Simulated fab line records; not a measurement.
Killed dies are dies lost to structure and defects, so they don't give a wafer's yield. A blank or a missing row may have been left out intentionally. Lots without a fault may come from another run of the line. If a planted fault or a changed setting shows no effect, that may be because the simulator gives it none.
Matching of chambers -- flow nand_harc -- NHARC_A_WL_FILL_STRIP_29 on rie_diel-04: 4 sister chambers
The step strips in O2, time 20 s. 8 wafers are shown with their chamber, then 10 later ones without.

## EACH WAFER AND ITS CHAMBER
wafer,chamber,drypump_motor_current_A (A),rf_vpp_V (V)
L084.4,3,5.72,58.8
L085.2,3,5.71,57.6
L085.6,0,6.09,57.8
L086.3,2,5.99,57.7
L086.5,0,6.08,58.5
L086.6,1,5.94,57.5
L087.2,2,6.01,58.7
L087.3,1,5.99,58.6

## WAFERS WHOSE CHAMBER IS MISSING
wafer,drypump_motor_current_A (A),rf_vpp_V (V)
L087.4,6.09,57.2
L092.1,6.01,58.8
L092.3,5.68,58.0
L092.6,6.08,58.5
L095.3,6.04,58.5
L095.4,5.95,57.1
L095.6,6.02,58.3
L096.3,6.12,58.4
L096.4,5.92,56.3
L096.5,5.93,57.4

## THE CHAMBER EACH PASSED THROUGH
wafer,from the rows above,in truth
L087.4,0,0
L092.1,can't be placed: 2 or 1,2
L092.3,3,3
L092.6,0,0
L095.3,can't be placed: 2 or 0 or 1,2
L095.4,can't be placed: 1 or 2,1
L095.6,can't be placed: 2 or 1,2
L096.3,0,0
L096.4,can't be placed: 1 or 2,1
L096.5,can't be placed: 1 or 2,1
Correct placement for 4 of the 10. Cannot be placed on the basis of these rows: 6; the candidates contain the true chamber in 6. Placed wrongly: 0.
How it was worked out, from the rows above alone: a wafer's distance from a chamber is the root of the sum, over the readings, of the square of ((its reading less the chamber's mean) divided by the reading's scatter). If the next closest chamber is less than 2 further off than the closest, the wafer can't be placed; otherwise it belongs to the closest. For every chamber, the mean is computed from those of its wafers that are shown. The scatter: take each reading less its chamber's mean, square it, sum over the shown wafers, divide by the number of wafers less the number of chambers, and take the root.
